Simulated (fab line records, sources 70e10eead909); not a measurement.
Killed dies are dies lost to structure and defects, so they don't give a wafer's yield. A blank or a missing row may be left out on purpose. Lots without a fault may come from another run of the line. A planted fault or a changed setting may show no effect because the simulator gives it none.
Chamber matching | flow nand_harc | NHARC_A_STAIRCASE_TRIM_20 on rie_diel-05: 4 sister chambers
The step chemistry O2, time 211.2 s. 4 wafers are shown with their chamber, then 9 later ones without.

WAFERS WITH THEIR CHAMBER
wafer  | chamber | showerhead_plenum_p_Torr (Torr)
L081.3 | 1       | 3.71
L090.1 | 0       | 3.64
L090.2 | 2       | 3.62
L090.3 | 3       | 3.46

WAFERS WITHOUT THEIR CHAMBER
wafer  | showerhead_plenum_p_Torr (Torr)
L094.1 | 3.63
L094.2 | 3.69
L094.4 | 3.45
L096.2 | 3.44
L096.4 | 3.68
L096.6 | 3.68
L095.2 | 3.61
L095.4 | 3.44
L095.5 | 3.61

WHICH CHAMBER EACH WENT THROUGH
wafer  | from the rows above          | in truth
L094.1 | can't be placed: 2 or 0      | 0
L094.2 | can't be placed: 1 or 0      | 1
L094.4 | 3                            | 3
L096.2 | 3                            | 3
L096.4 | can't be placed: 1 or 0 or 2 | 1
L096.6 | can't be placed: 1 or 0 or 2 | 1
L095.2 | can't be placed: 2 or 0      | 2
L095.4 | 3                            | 3
L095.5 | can't be placed: 2 or 0      | 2
Placed correctly: 3 of 9. Can't be placed from these rows: 6 (the true chamber is among the candidates in 6). Placed wrongly: 0.
How it was worked out, from the rows above alone: a wafer's distance from a chamber is the root of the sum, over the readings, of the square of ((its reading less the chamber's mean) divided by the reading's scatter). The wafer belongs to the nearest chamber; if the next one is less than 2 further off, it can't be placed. A chamber's mean is the mean of its shown wafers. The scatter: with one shown wafer a chamber, the root of the mean of the squares of how far each hidden wafer lies from its nearest shown one.
